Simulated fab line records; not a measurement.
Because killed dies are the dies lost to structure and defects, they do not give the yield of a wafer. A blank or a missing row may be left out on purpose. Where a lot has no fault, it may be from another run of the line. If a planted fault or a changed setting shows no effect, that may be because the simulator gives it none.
What tool caused it?	flow nandHarc	42 wafers from 14 lots sampled at 6 of the route's 1302 steps

WHAT EACH GAUGE READ, for each wafer
NHARC_A_ZERO_WELL_INSPECT_17. Usual: rawDefectCount reads 11 (standard deviation 6.2).
lot	measured	on	rawDefectCount	flag
L737	day 7 08:19	defectInspect-02	6 4 7	
L738	day 7 19:41	defectInspect-02	7 0 1	
L739	day 7 21:31	defectInspect-02	9 15 14	
L740	day 8 09:28	defectInspect-02	5 8 10	
L742	day 9 06:55	defectInspect-02	15 16 10	
L743	day 9 22:23	defectInspect-01	3 3 8	
L744	day 10 00:28	defectInspect-01	11 11 14	
L746	day 10 22:43	defectInspect-01	11 11 15	
L747	day 11 10:52	defectInspect-01	8 8 3	
L754	day 14 08:35	defectInspect-02	16 18 12	
L755	day 14 15:37	defectInspect-01	5 19 6	
L756	day 15 02:45	defectInspect-02	9 8 9	
L757	day 15 09:56	defectInspect-02	17 10 10	
L759	day 16 05:22	defectInspect-01	19 7 13	

NHARC_A_ONON_D1_THK_MEAS_11: measures by ellipsometry. Usual: thkNm reads 999 nm (standard deviation 9.7).
lot	measured	on	thkNm (nm)	flag
L737	day 8 08:16	filmMetro-01	988 987 989	
L738	day 8 18:56	filmMetro-02	1003 1000 1003	
L739	day 8 19:05	filmMetro-02	1013 1013 1011	
L740	day 9 11:50	filmMetro-02	993 992 991	
L742	day 10 08:12	filmMetro-02	975 975 976	
L743	day 10 22:04	filmMetro-01	1001 1003 1000	
L744	day 10 21:52	filmMetro-02	994 995 996	
L746	day 11 22:17	filmMetro-02	1006 1004 1005	
L747	day 12 09:24	filmMetro-01	996 994 994	
L754	day 15 07:08	filmMetro-02	1007 1006 1008	
L755	day 15 15:22	filmMetro-01	1001 1001 1001	
L756	day 16 00:47	filmMetro-01	1002 1001 1001	
L757	day 16 10:42	filmMetro-02	992 992 991	
L759	day 17 03:34	filmMetro-01	985 983 983	

NHARC_A_ONON_D1_THK_MEAS_30: measures by ellipsometry. Usual: thkNm reads 998 nm (standard deviation 7).
lot	measured	on	thkNm (nm)	flag
L737	day 8 19:52	filmMetro-02	991 990 991	
L738	day 9 08:08	filmMetro-02	998 998 999	
L739	day 9 08:08	filmMetro-01	995 995 995	
L740	day 10 02:10	filmMetro-02	1007 1008 1008	
L742	day 10 19:07	filmMetro-02	1004 1005 1004	
L743	day 11 09:58	filmMetro-02	1002 999 1000	
L744	day 11 09:58	filmMetro-01	992 993 991	
L746	day 12 08:40	filmMetro-02	1000 1001 1001	
L747	day 12 22:56	filmMetro-02	994 992 994	
L754	day 15 18:05	filmMetro-02	558 557 557 558 558 558	OFF
L755	day 16 01:56	filmMetro-02	567 569 569 568 569 568	OFF
L756	day 16 13:26	filmMetro-01	983 982 985	
L757	day 17 00:52	filmMetro-01	1000 1000 1001	
L759	day 17 17:05	filmMetro-02	1005 1004 1004	

NHARC_END_SORT_01. Usual: for defectLimitedYield, 91.3 % with a standard deviation of 3; for killedAtArray, 54 with a standard deviation of 20; for killedAtOther, 0.7 with a standard deviation of 0.94; for killedAtPeriphery, 3.8 with a standard deviation of 2.7; for killedDies, 59 with a standard deviation of 20; for killedOpen, 3.5 with a standard deviation of 1.9; for killedShort, 2.5 with a standard deviation of 1.6.
lot	measured	on	defectLimitedYield (%)	killedAtArray	killedAtOther	killedAtPeriphery	killedDies	killedOpen	killedShort	flag
L737	day 25 11:44	prober-01	92.3 93.1 92.2	50 41 52	1 3 0	1 3 1	52 47 53	4 0 1	2 3 2	
L738	day 25 07:05	prober-02	91.3 90.8 95.1	56 59 29	1 1 1	2 2 3	59 62 33	3 5 5	2 2 1	
L739	day 25 16:31	prober-02	96.3 96.3 95.3	23 21 29	1 0 0	1 4 3	25 25 32	3 4 5	3 0 4	
L740	day 25 18:43	prober-01	93.8 90.4 90.8	36 58 55	0 0 0	6 7 7	42 65 62	4 3 1	4 4 3	
L742	day 26 16:24	prober-01	91.3 90.5 91.1	53 62 57	3 1 1	3 1 2	59 64 60	4 4 2	3 3 4	
L743	day 27 17:29	prober-01	90.8 94.7 93.1	58 31 37	0 1 0	4 4 10	62 36 47	3 1 6	4 1 1	
L744	day 27 16:46	prober-02	91.6 91.1 90.4	55 53 60	2 2 1	0 5 4	57 60 65	2 4 1	0 2 2	
L746	day 29 07:11	prober-02	89.7 88.3 89.4	63 75 67	0 0 2	7 4 3	70 79 72	5 2 5	4 8 0	
L747	day 29 03:34	prober-01	92.5 91.9 91.7	40 38 44	1 5 1	10 12 11	51 55 56	4 6 5	2 4 0	
L756	day 32 18:08	prober-01	94.2 93.1 93.9	36 42 37	0 0 0	3 5 4	39 47 41	5 6 4	3 3 4	
L757	day 33 04:47	prober-01	93.5 93.5 94.7	40 40 33	0 3 1	4 1 2	44 44 36	3 7 4	0 0 0	
L759	day 34 03:38	prober-01	88.2 86.7 90.1	68 82 60	3 0 3	9 8 4	80 90 67	5 4 4	4 3 3	

WHICH TOOL RAN EACH LOT (tool, then ch and the chambers of the sampled wafers, then the start)
lot	NHARC_A_ONON_D1_DEP_28	NHARC_A_ONON_D1_DEP_33
L737	pecvdOnon-04 ch 0, day 8 19:25	pecvd-02 ch 1,2, day 8 19:55
L738	pecvdOnon-03 ch 0, day 9 07:38	pecvd-03 ch 0,1,2, day 9 08:11
L739	pecvdOnon-04 ch 0, day 9 07:45	pecvd-04 ch 0,1, day 9 08:17
L740	pecvdOnon-02 ch 0, day 10 01:40	pecvd-04 ch 0,1, day 10 02:14
L742	pecvdOnon-02 ch 0, day 10 18:36	pecvd-03 ch 0,1,2, day 10 19:13
L743	pecvdOnon-04 ch 0, day 11 09:30	pecvd-02 ch 0,1,2, day 11 10:01
L744	pecvdOnon-02 ch 0, day 11 09:26	pecvd-04 ch 0,1,2, day 11 10:01
L746	pecvdOnon-02 ch 0, day 12 08:13	pecvd-02 ch 1,2, day 12 08:49
L747	pecvdOnon-03 ch 0, day 12 22:32	pecvd-02 ch 1,2, day 12 23:05
L754	pecvdOnon-02 ch 0, day 15 17:34	-
L755	pecvdOnon-02 ch 0, day 16 01:25	-
L756	pecvdOnon-04 ch 0, day 16 12:56	pecvd-04 ch 1,2, day 16 13:30
L757	pecvdOnon-04 ch 0, day 17 00:28	pecvd-03 ch 0,1,2, day 17 01:01
L759	pecvdOnon-03 ch 0, day 17 16:41	pecvd-03 ch 1,2, day 17 17:11
- NHARC_A_ONON_D1_DEP_28: target thk 1000 nm.
- NHARC_A_ONON_D1_DEP_33: deposits SiO2, target thk 200 nm.

AS READ BY THE TOOLS THEMSELVES (means over the sampled wafers that have a number; for cases with no such wafer, the mark the record gives instead)
NHARC_A_ONON_D1_DEP_28. Usual: nh3FlowSccm reads 500.0 sccm (standard deviation 1.4).
lot	tool	nh3FlowSccm (sccm)	flag
L737	pecvdOnon-04	499.6	
L738	pecvdOnon-03	501.1	
L739	pecvdOnon-04	500.0	
L740	pecvdOnon-02	501.8	
L742	pecvdOnon-02	500.3	
L743	pecvdOnon-04	499.2	
L744	pecvdOnon-02	499.2	
L746	pecvdOnon-02	501.4	
L747	pecvdOnon-03	499.4	
L754	pecvdOnon-02	499.5	
L755	pecvdOnon-02	499.7	
L756	pecvdOnon-04	500.4	
L757	pecvdOnon-04	499.3	
L759	pecvdOnon-03	499.8	

NHARC_A_ONON_D1_DEP_33. Usual: heaterPowerW 608 W, standard deviation 71; throttleValvePct 15.5 %, standard deviation 0.57.
lot	tool	heaterPowerW (W)	throttleValvePct (%)	flag
L737	pecvd-02	622	15.9	
L738	pecvd-03	562	15.4	
L739	pecvd-04	572	15.0	
L740	pecvd-04	585	15.0	
L742	pecvd-03	532	15.4	
L743	pecvd-02	636	15.6	
L744	pecvd-04	607	15.2	
L746	pecvd-02	617	15.5	
L747	pecvd-02	715	15.3	
L756	pecvd-04	683	15.0	
L757	pecvd-03	534	15.2	
L759	pecvd-03	533	15.1	

THE ANSWER, worked out from the rows above alone
Rule: lot off if the mean of its wafers having a number is beyond 3 standard deviations from the usual mean. Also off: a lot with no number at a reading for which 4 or more lots have one. Where the step has rows for the other lots, those lots are counted as sound. After the gauges, taken in route order, come the tools' own readings; for these a lot's mean is taken, as printed above. At the first step where some lot is off, the reading lying furthest off is the one used; lots without a number count as furthest.
Off: L754, L755, at NHARC_A_ONON_D1_THK_MEAS_30 (thkNm).
A tool fits if, at a process step before that reading, it ran every lot that is off, and no sound lot after the first of them. Those tools and the gauges at NHARC_A_ONON_D1_THK_MEAS_30 are tried in the same way. One fits: NHARC_A_ONON_D1_DEP_28 on pecvdOnon-02. Its last sound lot is L746 (day 12 08:13), its first lot that is off L754 (day 15 17:34): a fault that began between those two fits.

WHAT THE SIMULATOR HAD PUT IN
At NHARC_A_ONON_D1_DEP_28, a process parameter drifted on pecvdOnon-02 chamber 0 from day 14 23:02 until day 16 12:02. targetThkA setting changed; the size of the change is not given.
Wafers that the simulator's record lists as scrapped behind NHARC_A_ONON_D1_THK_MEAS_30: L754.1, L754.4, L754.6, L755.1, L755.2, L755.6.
Struck lots among those shown: L754, L755. This agrees with what the rule above found.
